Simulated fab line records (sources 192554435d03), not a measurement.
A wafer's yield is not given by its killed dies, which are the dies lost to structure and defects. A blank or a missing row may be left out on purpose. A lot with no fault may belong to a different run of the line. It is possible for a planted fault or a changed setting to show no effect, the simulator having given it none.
fab line records	flow n5-finfet
record: lots: 9	wafers: 27	last-day: 19
route steps=1938 shown HKMG_FIN@438 BEOL_M4@1111 PASSIVATION@1936
lots with no fault: from the same line, run without faults
start-h: hours from the record's first day to the start of the lot's first wafer shown	wait-h: hours elapsed since this lot's preceding step	" repeats the value in the row above	L1.1+2: one row covering several wafers at once	- no value, or no start was given	* or withheld: withheld	< > ~ a bound
route shown NAME@n: a module of which the file shows steps, and the number in the route of the first	usual: average and standard deviation across the fault-free wafers	same: alike in all rows	chamber/n: place in a boat	sites: per-site readings	_std_site: how widely they spread, as a standard deviation	_edge_site: outer sites' mean less inner sites'	radius-mm: for every site, how far away it sits from the centre of the wafer	mask NAME#n: copy n	behind: the most recent tool/chamber to have shaped the wafer	hold: why the lot was held/for how many hours/how that ended	device: transistor that didn't switch, given as n, p or np	end of line: at the end of the route, the tests of the same wafers	a step with no rows: only its recipe	killed: dies lost to structure and defects at the first sort, not the wafer's yield	map: dies across one wafer; x = killed, . = not, _ = none there
set.NAME: setting as actually run; set.NAME@STEP: the setting as run at that earlier step	model.NAME: the simulator's own value behind a step, which no gauge read
the route's steps for a sample of lots (tables are steps, rows are wafers)
services: a tool's chamber out of use, with start hour (start-h, from the record's first day; less than 0 if before it), hours out, and reason
== steps ==
step: N5_HKMG_FIN_ETCH_35
recipe: chemistry: N2/H2	target: SOC	target-depth-a: 2158	ion-energy-ev: 65	bias-w: 5	source-w: 3000	time-s: 243.4	pressure-mtorr: 30	n2-flow-sccm: 200	h2-flow-sccm: 200
usual: drypump-motor-current-A: 5.4/0.37	oes-product-au: 0.81/0.083	rf-vpp-V: 142.0/0.94	showerhead-plenum-p-Torr: 2.58/0.064	throttle-valve-pct: 17.82/0.2
same: time-s: 243.4
lot.wafer	tool	chamber	start-h	wait-h	drypump-motor-current-A	oes-product-au	rf-hours-counter-h	rf-vpp-V	showerhead-plenum-p-Torr	throttle-valve-pct
L127.2	rie-diel-01	2	77.92	0.0	6.1	0.96	14	142.2	2.70	17.51
L127.3	"	3	"	"	5.7	0.98	5	142.2	2.50	17.56
L127.4	"	1	"	"	5.9	0.72	186	142.0	2.63	17.90
L128.4	rie-diel-02	2	89.11	0.0	5.5	0.74	147	141.6	2.54	17.68
L128.5	"	0	"	"	5.7	0.71	-	143.1	2.64	18.30
L128.6	"	1	"	"	4.7	0.86	-	142.7	2.58	17.98
L136.2	rie-diel-01	0	129.49	0.0	5.2	0.90	44	142.4	2.69	17.56
L136.3	"	1	"	"	5.9	0.70	206	139.9	2.62	17.93
L136.6	"	0	"	"	5.2	0.89	-	142.7	2.69	17.58
L140.2	rie-diel-01	1	156.90	0.0	5.9	0.69	211	143.4	2.62	17.93
L140.4	"	0	"	"	5.3	0.89	55	143.3	2.69	17.61
L140.5	"	2	"	"	6.0	0.89	-	142.5	2.69	17.55
L142.3	rie-diel-02	0	166.02	0.0	5.7	0.70	217	142.7	2.63	18.35
L142.4	"	3	"	"	5.1	0.74	170	142.7	2.64	17.75
L142.5	"	3	"	"	5.1	0.74	-	142.5	2.64	17.75
L147.1	rie-diel-02	0	197.35	0.0	5.7	0.69	227	142.7	2.62	18.38
L147.2	"	2	"	"	5.5	0.73	187	141.8	2.52	17.72
L147.3	"	1	"	"	4.7	0.82	100	142.0	2.56	18.03
L148.2	rie-diel-01	2	201.91	0.0	6.1	0.87	60	142.3	2.68	17.57
L148.3	"	3	"	"	5.7	0.86	50	141.0	2.48	17.65
L148.6	"	0	"	"	5.2	0.86	-	143.8	2.68	17.62
L149.4	rie-diel-04	0	214.14	0.1	5.7	0.70	-	140.7	2.50	17.91
L149.5	"	2	"	"	5.4	0.84	-	142.2	2.58	17.89
L149.6	"	3	"	"	5.6	0.84	-	141.2	2.57	17.79
L150.1	rie-diel-04	2	217.17	0.0	5.4	0.85	80	141.9	2.58	17.88
L150.3	"	0	"	"	5.8	0.70	234	141.9	2.50	17.93
L150.6	"	0	"	"	5.8	0.71	-	142.4	2.50	17.93
step: N5_HKMG_FIN_ETCH_86
recipe: chemistry: N2/H2	target: SOC	target-depth-a: 3932	stop-on: TiN	ion-energy-ev: 100	bias-w: 61	pressure-mtorr: 30	source-w: 850	n2-flow-sccm: 200	h2-flow-sccm: 200
usual: drypump-motor-current-A: 5.5/0.36	oes-product-au: 0.81/0.085	rf-vpp-V: 241.3/1.1	showerhead-plenum-p-Torr: 2.59/0.068	throttle-valve-pct: 17.78/0.21
lot.wafer	tool	chamber	start-h	wait-h	drypump-motor-current-A	oes-product-au	rf-hours-counter-h	rf-vpp-V	showerhead-plenum-p-Torr	throttle-valve-pct
L127.2	rie-diel-02	1	79.11	-	4.7	0.85	61	240.8	2.58	17.93
L127.3	"	3	"	"	5.1	0.77	139	242.4	2.65	17.67
L127.4	"	2	"	"	5.5	0.75	144	241.4	2.54	17.64
L128.4	rie-diel-04	2	90.12	-	5.5	0.89	35	242.7	2.60	17.77
L128.5	"	0	"	"	5.7	0.72	-	241.3	2.52	17.81
L128.6	"	3	"	"	5.6	0.89	-	240.3	2.59	17.70
L136.2	rie-diel-04	3	130.51	-	5.6	0.87	38	241.5	2.59	17.70
L136.3	"	0	"	"	5.8	0.71	204	240.9	2.51	17.85
L136.6	"	2	"	"	5.4	0.87	-	240.8	2.59	17.81
L140.2	rie-diel-01	1	157.91	-	5.9	0.69	212	242.6	2.62	17.92
L140.4	"	0	"	"	5.3	0.87	56	241.9	2.69	17.58
L140.5	"	3	"	"	5.7	0.88	-	241.1	2.49	17.58
L142.3	rie-diel-01	2	167.03	-	6.1	0.87	46	242.0	2.69	17.53
L142.4	"	3	"	"	5.7	0.88	37	239.2	2.48	17.59
L142.5	"	2	"	"	6.1	0.87	-	244.7	2.69	17.52
L147.1	rie-diel-02	0	198.39	-	5.7	0.69	228	240.6	2.62	18.33
L147.2	"	1	"	"	4.7	0.82	100	241.4	2.56	18.01
L147.3	"	2	"	"	5.5	0.71	187	241.5	2.52	17.71
L148.2	rie-diel-02	0	202.92	-	5.6	0.68	229	243.5	2.62	18.35
L148.3	"	3	"	"	5.1	0.72	181	241.8	2.64	17.75
L148.6	"	3	"	"	5.1	0.73	-	241.3	2.64	17.74
L149.4	rie-diel-04	0	215.11	-	5.7	0.70	-	240.2	2.50	17.88
L149.5	"	2	"	"	5.5	0.83	-	240.8	2.58	17.86
L149.6	"	3	"	"	5.6	0.83	-	241.6	2.57	17.74
L150.1	rie-diel-02	0	218.18	-	5.7	0.68	234	241.5	2.62	18.34
L150.3	"	2	"	"	5.5	0.71	195	241.1	2.52	17.73
L150.6	"	1	"	"	4.7	0.80	-	241.4	2.56	18.01
step: N5_HKMG_FIN_STRIP_90
recipe: chemistry: N2/H2	material: SOC	time-s: 20	power-w: 500	temp-c: 40	pressure-mtorr: 50	rf-frequency-hz: 6e+07	bias-power-w: 8	h2-frac: 0.5	n2-flow-sccm: 300	h2-flow-sccm: 300
usual: bias-power-w: 8.004/0.019	drypump-motor-current-A: 5.5/0.34	oes-product-au: 0.81/0.09	power-w: 500.0/1.6	rf-vpp-V: 54.4/0.84	showerhead-plenum-p-Torr: 3.40/0.075	throttle-valve-pct: 18.97/0.28
same: time-s: 20
lot.wafer	tool	chamber	start-h	wait-h	bias-power-w	drypump-motor-current-A	oes-product-au	power-w	rf-hours-counter-h	rf-vpp-V	showerhead-plenum-p-Torr	throttle-valve-pct
L127.2	rie-diel-04	0	80.29	0.0	8.005	5.8	0.73	499.5	187	53.3	3.33	18.72
L127.3	"	2	"	"	7.985	5.4	0.91	500.2	32	53.1	3.43	19.06
L127.4	"	2	"	"	7.995	5.4	0.91	498.3	-	55.1	3.43	19.07
L128.4	rie-diel-04	0	91.54	0.0	7.969	5.8	0.73	500.5	190	54.5	3.33	18.71
L128.5	"	3	"	"	7.989	5.6	0.91	498.8	-	54.5	3.42	18.85
L128.6	"	2	"	"	7.998	5.4	0.91	501.7	-	55.2	3.43	19.09
L136.2	rie-diel-04	0	131.64	0.0	8.012	5.8	0.73	497.9	204	54.8	3.32	18.74
L136.3	"	3	"	"	8.009	5.6	0.88	500.1	38	54.6	3.41	18.87
L136.6	"	2	"	"	7.990	5.4	0.90	496.7	-	53.7	3.42	19.09
L140.2	rie-diel-02	0	159.15	0.0	7.981	5.7	0.71	501.8	215	53.6	3.47	19.63
L140.4	"	1	"	"	8.004	4.7	0.82	500.5	88	54.4	3.39	19.06
L140.5	"	2	"	"	7.989	5.5	0.73	499.1	-	55.0	3.34	18.75
L142.3	rie-diel-01	3	168.25	0.0	7.997	5.7	0.90	498.9	37	52.6	3.28	18.64
L142.4	"	0	"	"	8.002	5.3	0.88	500.8	59	54.6	3.54	18.76
L142.5	"	0	"	"	8.037	5.3	0.88	503.5	-	55.6	3.54	18.79
L147.1	rie-diel-02	1	199.52	0.0	8.013	4.6	0.81	500.5	101	54.4	3.38	19.10
L147.2	"	0	"	"	8.003	5.7	0.69	499.2	229	54.1	3.46	19.67
L147.3	"	2	"	"	8.084	5.5	0.72	496.3	188	53.1	3.33	18.77
L148.2	rie-diel-04	2	204.17	0.0	7.991	5.4	0.85	498.8	75	55.3	3.41	19.13
L148.3	"	0	"	"	8.024	5.8	0.71	499.6	230	54.5	3.31	18.78
L148.6	"	3	"	"	8.028	5.6	0.85	499.4	-	54.6	3.40	18.89
L149.4	rie-diel-02	3	216.22	0.0	7.965	5.1	0.72	501.3	186	54.3	3.47	18.76
L149.5	"	2	"	"	8.009	5.5	0.71	499.9	-	55.2	3.33	18.78
L149.6	"	3	"	"	7.982	5.1	0.72	502.7	-	52.9	3.47	18.77
L150.1	rie-diel-02	0	219.31	0.0	8.013	5.7	0.69	500.7	235	54.6	3.46	19.68
L150.3	"	2	"	"	8.000	5.5	0.71	501.9	195	54.5	3.33	18.79
L150.6	"	0	"	"	8.007	5.7	0.69	500.1	-	56.5	3.46	19.66
step: N5_HKMG_FIN_CMP_23
recipe: stop-on: SiNx	t-overpolish-s: 10	post-cmp-clean: rinse-only	down-force-psi: 4	platen-rpm: 50.289	pad-velocity-m-s: 1.0006	target-thk-nm: 46.326
usual: head-pressure-psi: 4.000/0.0094	motor-current-A: 12.2/1.2	overpolish-run-s: 10.000/0.01	pad-life-wafers: 893/510	time-to-endpoint-s: 12.7/2.3
lot.wafer	tool	chamber	start-h	wait-h	head-pressure-psi	motor-current-A	overpolish-run-s	pad-life-wafers	time-to-endpoint-s
L127.4	cmp-03	1	81.50	0.0	4.010	12.1	9.996	378	8.5
L127.2	"	2	"	"	4.003	11.6	9.997	379	12.6
L127.3	"	3	"	"	4.004	14.3	9.991	380	12.0
L128.4	cmp-01	0	92.83	0.1	3.990	12.8	9.988	1759	11.6
L128.6	"	3	"	"	4.002	10.5	9.998	-	12.1
L128.5	"	0	"	"	3.990	13.4	9.999	-	14.5
L136.3	cmp-01	2	132.95	0.1	3.998	12.4	10.009	85	11.1
L136.2	"	0	"	"	3.992	13.1	9.978	87	10.5
L136.6	"	2	"	"	4.013	12.4	10.005	-	10.0
L140.4	cmp-01	0	160.52	0.2	3.806	12.5	9.981	308	10.2
L140.2	"	1	"	"	3.995	13.3	9.997	309	16.0
L140.5	"	3	"	"	4.005	10.4	9.995	-	9.5
L142.4	cmp-01	0	169.66	0.2	3.800	13.1	9.995	392	9.1
L142.3	"	1	"	"	3.994	13.0	10.003	393	13.0
L142.5	"	3	"	"	3.993	10.2	10.006	-	10.8
L147.2	cmp-03	2	200.77	0.0	4.000	12.0	9.990	1242	17.2
L147.1	"	3	"	"	3.983	14.6	10.002	1243	15.6
L147.3	"	1	"	"	4.011	11.8	10.005	1245	13.6
L148.2	cmp-03	0	205.38	0.0	3.988	11.5	9.999	1284	14.0
L148.3	"	3	"	"	4.003	15.0	9.998	1287	14.4
L148.6	"	0	"	"	3.991	11.7	10.004	-	14.3
L149.4	cmp-03	1	217.43	0.0	4.008	12.1	10.004	1368	12.4
L149.5	"	1	"	"	4.008	11.9	9.998	-	12.1
L149.6	"	2	"	"	4.007	11.8	10.014	-	15.1
L150.3	cmp-04	0	220.53	0.0	3.991	12.4	10.018	1584	11.0
L150.1	"	3	"	"	4.008	11.1	10.016	1587	11.9
L150.6	"	1	"	"	4.001	12.4	9.994	-	10.5
step: N5_BEOL_M4_RC_MEAS_101
usual: DIBL_N: 36.2/1.2	DIBL_P: 36.3/1.3	IOFF_N: 0.155/0.019	IOFF_P: 0.210/0.029	ION_N: 677/8.6	ION_P: 465/6.8	SS_N: 71.4/0.48	SS_P: 73.2/0.53	VT_N: 249.9/2.4	VT_P: -250/3.2
lot.wafer	tool	chamber	start-h	wait-h	DIBL_N[mV/V]	DIBL_P[mV/V]	IOFF_N[nA/um]	IOFF_P[nA/um]	ION_N[uA/um]	ION_P[uA/um]	SS_N[mV/dec]	SS_P[mV/dec]	VT_N[mV]	VT_P[mV]
L127.2	prober-02	0	158.43	0.2	36.5	36.8	0.157	0.199	672	464	71.7	72.9	250.5	-252
L127.3	"	0	"	"	36.3	36.4	0.153	0.198	673	459	71.1	73.6	251.6	-250
L127.4	"	0	"	"	37.5	37.9	0.178	0.220	685	469	71.9	72.6	249.3	-250
L128.4	prober-01	0	176.70	0.5	35.3	36.5	0.138	0.190	682	470	70.8	73.2	250.0	-251
L128.5	"	0	"	"	36.7	38.1	0.162	0.215	675	464	72.0	73.5	250.2	-249
L128.6	"	0	"	"	34.3	35.1	0.116	0.163	674	460	70.3	72.9	257.5	-254
L136.2	prober-01	0	224.86	0.2	37.3	38.1	0.192	0.255	688	467	71.8	74.0	248.3	-245
L136.3	"	0	"	"	35.2	36.1	0.156	0.230	674	461	71.5	73.6	248.8	-245
L136.6	"	0	"	"	35.7	36.5	0.164	0.228	676	467	71.1	72.9	248.3	-249
L142.3	prober-01	0	265.65	0.3	37.0	37.8	0.187	0.269	680	469	71.5	74.1	245.6	-244
L142.4	"	0	"	"	36.3	37.1	0.175	0.266	696	479	71.9	73.7	247.8	-247
L142.5	"	0	"	"	36.7	37.1	0.172	0.257	686	478	71.8	73.1	245.8	-246
L140.2	prober-01	0	268.20	0.2	37.0	35.5	0.158	0.207	678	463	71.4	73.4	250.1	-250
L140.4	"	0	"	"	35.7	34.1	0.138	0.196	683	472	71.5	72.2	250.8	-245
L140.5	"	0	"	"	39.4	38.0	0.196	0.252	681	469	71.9	73.3	247.5	-245
L147.1	prober-02	0	303.74	0.0	34.4	35.3	0.122	0.160	668	457	70.6	72.8	253.7	-255
L147.2	"	0	"	"	35.5	36.5	0.139	0.180	681	462	71.3	73.1	249.6	-254
L147.3	"	0	"	"	35.8	36.0	0.135	0.172	664	452	71.3	72.6	249.5	-251
L148.2	prober-02	0	308.16	0.2	37.6	36.5	0.155	0.207	665	457	71.7	72.6	250.2	-250
L148.3	"	0	"	"	37.3	37.1	0.156	0.218	680	465	71.6	72.3	250.3	-249
L148.6	"	0	"	"	37.2	36.3	0.147	0.203	671	467	71.3	73.1	250.7	-249
L150.1	prober-02	0	322.78	0.0	35.4	33.4	0.128	0.159	657	451	70.9	72.4	252.2	-254
L150.3	"	0	"	"	36.9	35.5	0.159	0.188	673	459	71.7	72.8	250.4	-251
L150.6	"	0	"	"	37.4	36.0	0.164	0.199	674	458	71.9	73.6	249.7	-252
L149.4	prober-02	0	329.51	0.5	36.7	36.1	0.170	0.206	676	466	71.5	73.0	247.0	-251
L149.5	"	0	"	"	36.6	35.9	0.166	0.199	676	461	70.6	73.5	250.3	-252
L149.6	"	0	"	"	37.7	38.0	0.184	0.240	690	471	72.1	73.9	245.6	-249
step: N5_PASSIVATION_PROBE_49
usual: defect-limited-yield: 91.2/1.4	killed_at_M0_to_M3: 34/10	killed_at_M4_up: 13/5.1	killed-at-contacts: 12/6.5	killed-at-front-end: 41/11	killed-at-other: 4/3.3	killed-dies: 104/16	killed-on-rim: 14/3.9	killed-open: 69/13	killed-short: 33/7	sort_bin_5_function: 5.1/0.91	sort_bin_6_memory: 3.3/0.69	sort-n-pass: 1076/16	sort-yield-pct: 91.2/1.4
same: gross-dies: 1180	killed-at-back-side: 0	sort_bin_4_leakage[%]: 0	sort_bin_8_speed[%]: 0
lot.wafer	tool	chamber	start-h	wait-h	defect-limited-yield[%]	killed_at_M0_to_M3	killed_at_M4_up	killed-at-contacts	killed-at-front-end	killed-at-other	killed-dies	killed-on-rim	killed-open	killed-short	sort_bin_5_function[%]	sort_bin_6_memory[%]	sort-n-pass	sort-yield-pct[%]
L128.4	prober-01	-	288.38	0.2	90.4	46	18	1	43	5	113	13	79	34	5.2	4.3	1067	90.4
L128.5	prober-01	-	288.43	0.2	90.2	42	27	15	31	1	116	10	76	40	5.3	4.5	1064	90.2
L128.6	prober-01	-	288.48	0.3	91.7	28	13	13	37	7	98	16	57	41	4.8	3.1	1082	91.7
L142.3	prober-02	-	371.42	0.1	89.6	45	12	7	52	7	123	15	87	34	5.4	4.3	1057	89.6
L142.4	prober-02	-	371.47	0.2	94.4	15	12	13	24	2	66	9	46	20	3.1	2.0	1114	94.4
L142.5	prober-02	-	371.52	0.2	90.8	25	18	10	44	11	108	17	68	35	4.9	3.6	1072	90.8
killed by level:class
L128.4 BEOL_M3:geometric-particle:open=21 FIN_SAQP:geometric-particle:open=14 BEOL_M0_SAQP:geometric-particle:open=11 BEOL_M4:geometric-particle:open=8 STI_FIN_REVEAL:geometric-particle:open=7 GATE_CUT:geometric-particle:short=7 BEOL_M0_SAQP:geometric-particle:short=7 FIN_SAQP:geometric-particle:short=4
L128.5 BEOL_M4:geometric-particle:open=14 MOL_CONTACT_COAG:geometric-particle:open=11 BEOL_M4:geometric-particle:short=10 STI_FIN_REVEAL:geometric-particle:open=8 BEOL_M3:geometric-particle:open=8 BEOL_M1:geometric-particle:open=7 BEOL_M2:geometric-particle:open=7 BEOL_M0_SAQP:geometric-particle:short=6
L128.6 FIN_SAQP:geometric-particle:short=14 MOL_CONTACT_COAG:geometric-particle:open=11 FIN_SAQP:geometric-particle:open=9 BEOL_M4:geometric-particle:open=7 BEOL_M2:geometric-particle:open=7 BEOL_M0_SAQP:geometric-particle:open=5 BEOL_M1:geometric-particle:open=5 PASS1_CAP:geometric-particle:short=5
L142.3 STI_FIN_REVEAL:geometric-particle:open=17 FIN_SAQP:geometric-particle:open=9 BEOL_M1:geometric-particle:open=9 FIN_SAQP:geometric-particle:short=8 BEOL_M2:geometric-particle:open=8 BEOL_M0_SAQP:geometric-particle:open=8 BEOL_M3:geometric-particle:open=8 MOL_CONTACT_COAG:geometric-particle:open=7
L142.4 MOL_CONTACT_COAG:geometric-particle:open=13 STI_FIN_REVEAL:geometric-particle:open=9 BEOL_M3:geometric-particle:open=9 BEOL_M4:geometric-particle:open=6 GATE_CUT:geometric-particle:short=3 BEOL_M3:geometric-particle:short=3 STARTING-WAFER:geometric-particle:short=3 STI_FIN_REVEAL:geometric-particle:short=2
L142.5 STI_FIN_REVEAL:geometric-particle:open=18 BEOL_M3:geometric-particle:open=11 BEOL_M4:geometric-particle:open=8 MOL_CONTACT_COAG:geometric-particle:open=7 PASS1_CAP:geometric-particle:short=7 STARTING-WAFER:geometric-particle:open=6 HKMG_FIN:area-etch=5 GATE_CUT:geometric-particle:short=4
== services ==
tool	chamber	start-h	hours	kind
cmp-01	-	54.31	6.2	pm
cmp-04	-	69.39	6.2	repair
cmp-01	-	80.99	1.0	repair
rie-diel-04	-	89.16	0.4	repair
cmp-03	-	91.12	5.3	pm
rie-diel-02	0	113.52	7.3	repair
cmp-01	-	118.38	4.0	pm
cmp-01	-	122.38	-	consumable-replace:conditioner
rie-diel-01	1	136.85	10.3	repair
rie-diel-02	1	137.28	9.5	repair
rie-diel-04	3	144.66	14.2	repair
rie-diel-02	-	159.50	1.4	repair
cmp-04	-	163.51	2.6	repair
cmp-04	-	179.49	2.6	pm
rie-diel-01	0	183.85	7.7	repair
cmp-03	-	186.39	4.2	pm
cmp-01	-	191.57	0.8	repair
cmp-04	-	194.34	2.0	repair
rie-diel-02	3	195.74	3.8	repair
cmp-04	-	199.97	3.2	repair
rie-diel-04	1	207.48	14.3	repair
rie-diel-04	-	209.64	0.6	repair
rie-diel-04	0	217.81	6.3	repair
cmp-01	-	217.95	2.7	repair
== key ==
first-sign: step: N5_HKMG_FIN_CMP_23	reading: head-pressure-psi	direction: down	sigmas: 21	usual: 4.000	struck: 3.803
effect none on later readings
met-at N5_HKMG_FIN_CMP_23
struck-lots L140,L142
struck-wafers L140.4,L142.4
not-acting-at N5_HKMG_FIN_ETCH_35,N5_HKMG_FIN_ETCH_86,N5_HKMG_FIN_STRIP_90
onset-between 132.95 160.52
fault: kind: process-parameter-drift	tool: cmp-01	chamber: 0	onset-h: 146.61	steps: N5_HKMG_FIN_CMP_23	channel: down-force-psi	offset: -0.2049	shape: step	end-h: 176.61	acts-in: these-recipes-only	stated: 4
